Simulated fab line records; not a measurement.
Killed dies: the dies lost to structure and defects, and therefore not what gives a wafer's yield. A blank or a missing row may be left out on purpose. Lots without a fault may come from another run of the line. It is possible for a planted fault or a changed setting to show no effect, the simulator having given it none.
Split-lot trial + flow n5 finfet + route with 1938 steps; 7 lots, 39 wafers read

## THE SPLIT ITSELF
At N5_DUMMY_GATE_ETCH_44 (etches poly-Si in HBr/O2, stops on SiO2, target depth 127.5 nm), the setting target depth a was moved away from the recipe's 1275 angstrom on 12 of the 39 wafers read, by -34.4% to +46.4%. For the rest of the wafers, this setting stayed at what the recipe calls for.

The split's own step is where the reading is taken.

## THE READING
oes product au, in a.u., at N5_DUMMY_GATE_ETCH_44 (etches poly-Si in HBr/O2, stops on SiO2, target depth 127.5 nm). A value of 0.726 a.u. with a standard deviation of 0.01 a.u. is what fault-free wafers of this fab line usually give.

| wafer  | tool, chamber at the split | target depth a as run, angstrom | against the recipe | oes product au, a.u. | against lot-mates on the recipe |
|--------|----------------------------|---------------------------------|--------------------|----------------------|---------------------------------|
| L080.1 | rie si-05, 2               | 1275                            | recipe             | 0.694                | -                               |
| L080.2 | rie si-05, 1               | 1867                            | +46.4%             | 0.614                | -0.103                          |
| L080.3 | rie si-05, 0               | 1867                            | +46.4%             | 0.633                | -0.084                          |
| L080.4 | rie si-05, 3               | 1275                            | recipe             | 0.728                | -                               |
| L080.5 | rie si-05, 3               | 1275                            | recipe             | 0.729                | -                               |
| L080.6 | rie si-05, 0               | 1867                            | +46.4%             | 0.620                | -0.097                          |
| L081.1 | rie si-02, 0               | 1275                            | recipe             | 0.731                | -                               |
| L081.2 | rie si-02, 1               | 1275                            | recipe             | 0.731                | -                               |
| L081.5 | rie si-02, 0               | 1275                            | recipe             | 0.716                | -                               |
| L084.1 | rie si-02, 3               | 907.6                           | -28.8%             | 0.843                | +0.122                          |
| L084.2 | rie si-02, 0               | 1275                            | recipe             | 0.722                | -                               |
| L084.3 | rie si-02, 2               | 907.6                           | -28.8%             | 0.858                | +0.137                          |
| L084.4 | rie si-02, 1               | 1275                            | recipe             | 0.725                | -                               |
| L084.5 | rie si-02, 0               | 907.6                           | -28.8%             | 0.862                | +0.141                          |
| L084.6 | rie si-02, 3               | 1275                            | recipe             | 0.716                | -                               |
| L085.1 | rie si-05, 3               | 1275                            | recipe             | 0.726                | -                               |
| L085.2 | rie si-05, 2               | 1275                            | recipe             | 0.696                | -                               |
| L085.3 | rie si-05, 1               | 836.1                           | -34.4%             | 0.906                | +0.200                          |
| L085.4 | rie si-05, 0               | 836.1                           | -34.4%             | 0.914                | +0.208                          |
| L085.5 | rie si-05, 3               | 836.1                           | -34.4%             | 0.904                | +0.198                          |
| L085.6 | rie si-05, 2               | 1275                            | recipe             | 0.697                | -                               |
| L091.1 | rie si-02, 1               | 1275                            | recipe             | 0.721                | -                               |
| L091.2 | rie si-02, 3               | 1275                            | recipe             | 0.719                | -                               |
| L091.3 | rie si-02, 0               | 1275                            | recipe             | 0.720                | -                               |
| L091.4 | rie si-02, 2               | 1275                            | recipe             | 0.725                | -                               |
| L091.5 | rie si-02, 0               | 1275                            | recipe             | 0.724                | -                               |
| L091.6 | rie si-02, 1               | 1275                            | recipe             | 0.731                | -                               |
| L092.1 | rie si-02, 3               | 1275                            | recipe             | 0.711                | -                               |
| L092.2 | rie si-02, 2               | 1275                            | recipe             | 0.726                | -                               |
| L092.3 | rie si-02, 0               | 1275                            | recipe             | 0.738                | -                               |
| L092.4 | rie si-02, 1               | 1275                            | recipe             | 0.734                | -                               |
| L092.5 | rie si-02, 2               | 1275                            | recipe             | 0.732                | -                               |
| L092.6 | rie si-02, 3               | 1275                            | recipe             | 0.701                | -                               |
| L097.1 | rie si-02, 3               | 1626                            | +27.5%             | 0.640                | -0.081                          |
| L097.2 | rie si-02, 1               | 1275                            | recipe             | 0.732                | -                               |
| L097.3 | rie si-02, 0               | 1626                            | +27.5%             | 0.651                | -0.070                          |
| L097.4 | rie si-02, 2               | 1626                            | +27.5%             | 0.653                | -0.068                          |
| L097.5 | rie si-02, 3               | 1275                            | recipe             | 0.711                | -                               |
| L097.6 | rie si-02, 2               | 1275                            | recipe             | 0.719                | -                               |

THE FIT
A straight line over all 39 wafers: oes product au changes by -0.00345 a.u. for each +1% of target depth a; r = -0.93; the points scatter about the line by 0.027 a.u.
The same after taking each lot's own level away (the mean of its wafers on the recipe; 39 wafers): -0.00352 a.u. for each +1%; r = -0.92; scatter 0.03 a.u.
According to that fit, moving target depth a by its largest amount changes the reading by 0.16 a.u.
Across the lots, their own levels run from 0.7063 to 0.7260 a.u., a range of 2.0 times the standard deviation given above.
The two slopes are in agreement: the lot-to-lot level therefore moves the slope only a little.
Check: -0.157 a.u. against its lot-mates is what the line predicts for one of the wafers moved furthest among these (+46.4%) when that wafer is left out of the fit. It came out at -0.103 a.u. against them.
Tool readings at the split's step, against how far the setting was moved: oes product au r = -0.93.

## FILE'S OWN FIT
oes product au changes by -0.00349 a.u. for each +1% of target depth a, r = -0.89.
